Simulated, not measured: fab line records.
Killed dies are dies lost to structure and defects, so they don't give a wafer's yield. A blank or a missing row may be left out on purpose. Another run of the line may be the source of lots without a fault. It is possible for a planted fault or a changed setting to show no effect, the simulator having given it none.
Struck lot and sound lot, side by side | flow nand harc | 27 out of 1302 route steps
Sound: the wafers L847.3, L847.4, L847.6. Struck: wafer L858.1 (left out: L858.2, L858.4 of the same lot, which were not struck); the cause appears at the end.
For every step that has rows: the tool of each side, followed by ch and its chambers, followed by its first start. Under that, the readings that differ: sound wafers | struck wafers | difference of the means | sigmas: that difference in standard deviations of wafers without a fault.
alike: readings with means less than 2 such deviations apart, plus words and numbers identical on both sides. not compared: withheld readings, readings lacking a value on some wafer, bounds such as >300 that could conceal the same value, and numbers that have no deviation in the record and whose values overlap.
A row with sigmas, a row that says differs or no value, or rows on one side alone: a step with any of these is where the two part. Non-overlapping numbers with no deviation appear without sigmas and do not part them. A reading missing from all wafers of one side parts the sides only when that side holds two or more wafers.

first, 2 steps without rows for these wafers: NHARC_A_CHANNEL_HOLE_D2_DESCUM_15 (chemistry O2, time 3 s); NHARC_A_CHANNEL_HOLE_D2_ETCH_38 (etches the open film in CF4, target depth 39 nm, time 65 s).
NHARC_A_CHANNEL_HOLE_D2_ETCH_39: etches the open film in N2/H2, target depth 260 nm, time 325 s.
  sound on rie diel-06 ch 0,2; struck on rie diel-06 ch 1
  alike: bias w, chamber pressure mTorr, drypump motor current A, oes product au, rf fwd power W, rf vpp V, showerhead plenum p Torr, throttle valve pct
  not compared: rf hours counter h
then, 2 steps without rows for these wafers: NHARC_A_CHANNEL_HOLE_D2_ETCH_34 (etches the open film in CF4/CHF3, target depth 154 nm, time 77 s); NHARC_A_CHANNEL_HOLE_D2_ETCH_16 (etches the open film in O2/COS, target depth 3100 nm, time 806 s).
NHARC_A_CHANNEL_HOLE_D2_CD_MEAS_18:
  struck on cd sem-02, day 19 21:35; sound on cd sem-01, day 15 03:30
  alike: cd nm
then, 2 steps without rows for these wafers: NHARC_A_CHANNEL_HOLE_D2_ETCH_19 (etches the open film in C4F8/O2/Ar, time 34.5 s); NHARC_A_CHANNEL_HOLE_D2_ETCH_20 (etches the open film in C4F8/O2/Ar, time 361.9 s, target depth 1600 nm).
NHARC_A_CHANNEL_HOLE_D2_ETCH_21: etches the open film in C4F8/O2/Ar, time 514.3 s, target depth 1600 nm.
  sound on har etch-02 ch 0,1, day 15 04:08; struck on har etch-02 ch 1, day 19 23:28
  reading                         | sound          | struck | difference                   | sigmas
  rf hours counter h (h)          | - - -          | 35     | no value on the sound wafers |
  showerhead plenum p Torr (Torr) | 3.51 3.48 3.51 | 3.91   | +0.41                        | +3
  alike: chamber pressure mTorr, drypump motor current A, throttle valve pct
NHARC_A_CHANNEL_HOLE_D2_ETCH_22: etches the open film in C4F8/O2/Ar, time 666.7 s, target depth 1600 nm.
  sound on har etch-02 ch 0,1, day 15 04:37; struck on har etch-02 ch 1, day 19 23:54
  reading                         | sound          | struck | difference                   | sigmas
  rf hours counter h (h)          | - - -          | 35     | no value on the sound wafers |
  showerhead plenum p Torr (Torr) | 3.51 3.48 3.51 | 3.91   | +0.41                        | +3
  alike: chamber pressure mTorr, drypump motor current A, throttle valve pct
NHARC_A_CHANNEL_HOLE_D2_ETCH_23: etches the open film in C4F8/O2/Ar, time 819 s, target depth 1600 nm.
  sound on har etch-02 ch 0,1, day 15 05:14; struck on har etch-02 ch 1, day 20 00:27
  reading                         | sound          | struck | difference                   | sigmas
  rf hours counter h (h)          | - - -          | 36     | no value on the sound wafers |
  showerhead plenum p Torr (Torr) | 3.51 3.48 3.51 | 3.91   | +0.41                        | +3
  alike: chamber pressure mTorr, drypump motor current A, throttle valve pct
then, 1 step without rows for these wafers: NHARC_A_CHANNEL_HOLE_D2_ETCH_24 (etches the open film in C4F8/O2/Ar, time 906.2 s, target depth 1500 nm).
NHARC_A_CHANNEL_HOLE_D2_ETCH_25: etches the open film in C4F8/O2/Ar, time 1040.2 s, target depth 1500 nm.
  sound on har etch-02 ch 0,1, day 15 06:45; struck on har etch-02 ch 1, day 20 01:55
  reading                         | sound          | struck | difference                   | sigmas
  rf hours counter h (h)          | - - -          | 37     | no value on the sound wafers |
  showerhead plenum p Torr (Torr) | 3.50 3.48 3.50 | 3.91   | +0.42                        | +3
  alike: chamber pressure mTorr, drypump motor current A, throttle valve pct
then, 1 step without rows for these wafers: NHARC_A_CHANNEL_HOLE_D2_ETCH_26 (etches the open film in C4F8/O2/Ar, time 224.1 s, target depth 300 nm).
NHARC_A_CHANNEL_HOLE_D2_ETCH_27: etches the open film in C4F8/O2/Ar, time 90 s, target depth 400 nm.
  sound on har etch-02 ch 0,1, day 15 07:36; struck on har etch-02 ch 1, day 20 03:00
  reading                         | sound          | struck | difference                   | sigmas
  rf hours counter h (h)          | - - -          | 38     | no value on the sound wafers |
  showerhead plenum p Torr (Torr) | 3.54 3.51 3.54 | 3.96   | +0.43                        | +3
  alike: chamber pressure mTorr, drypump motor current A, rf fwd power W, throttle valve pct
then, 7 steps without rows for these wafers: NHARC_A_CHANNEL_HOLE_D2_STRIP_41 (strips in N2/H2); NHARC_A_CHANNEL_HOLE_D2_STRIP_42 (strips in CF4/CHF3); NHARC_A_CHANNEL_HOLE_D2_STRIP_43 (strips in O2/COS); NHARC_A_CHANNEL_HOLE_D2_ETCH_44 (etches the open film in CF4/O2, target depth 140 nm, overetch 14 nm, time 77 s); NHARC_A_CHANNEL_HOLE_D2_STRIP_28 (strips in O2); NHARC_A_CHANNEL_HOLE_D2_PRECLEAN_29 (cleans in SC1); NHARC_A_CHANNEL_HOLE_D2_SRD_30.
NHARC_A_CHANNEL_HOLE_D2_CD_MEAS_31:
  struck on cd sem-01, day 20 04:33; sound on cd sem-03, day 15 09:05
  alike: cd nm
then, 1 step without rows for these wafers: NHARC_A_CHANNEL_HOLE_D2_XSEM_32.
NHARC_A_CHANNEL_HOLE_D2_INSPECT_40:
  struck on defect inspect-02, day 20 04:44; sound on defect inspect-02, day 15 09:16
  reading          | sound       | struck | difference | sigmas
  raw defect count | 311 371 244 | 659    | +350       | +5
then, 1 step without rows for these wafers: NHARC_A_CHANNEL_FILL_D2_PRECLEAN_00 (cleans in SC1).
-- break in the record here, with 11 days between the starts of the struck wafers on either side (left off in module A_CHANNEL_FILL_D2, picked up again in module END, where the first step shown is number 1302 on the route) --
NHARC_END_SORT_01:
  the record has rows for the struck wafers here (prober-01 ch 0, day 30 18:44) and none for the sound ones

## WHERE THEY PART
First at NHARC_A_CHANNEL_HOLE_D2_ETCH_21; last, within this record, at NHARC_END_SORT_01.

WHY: the cause the simulator had injected
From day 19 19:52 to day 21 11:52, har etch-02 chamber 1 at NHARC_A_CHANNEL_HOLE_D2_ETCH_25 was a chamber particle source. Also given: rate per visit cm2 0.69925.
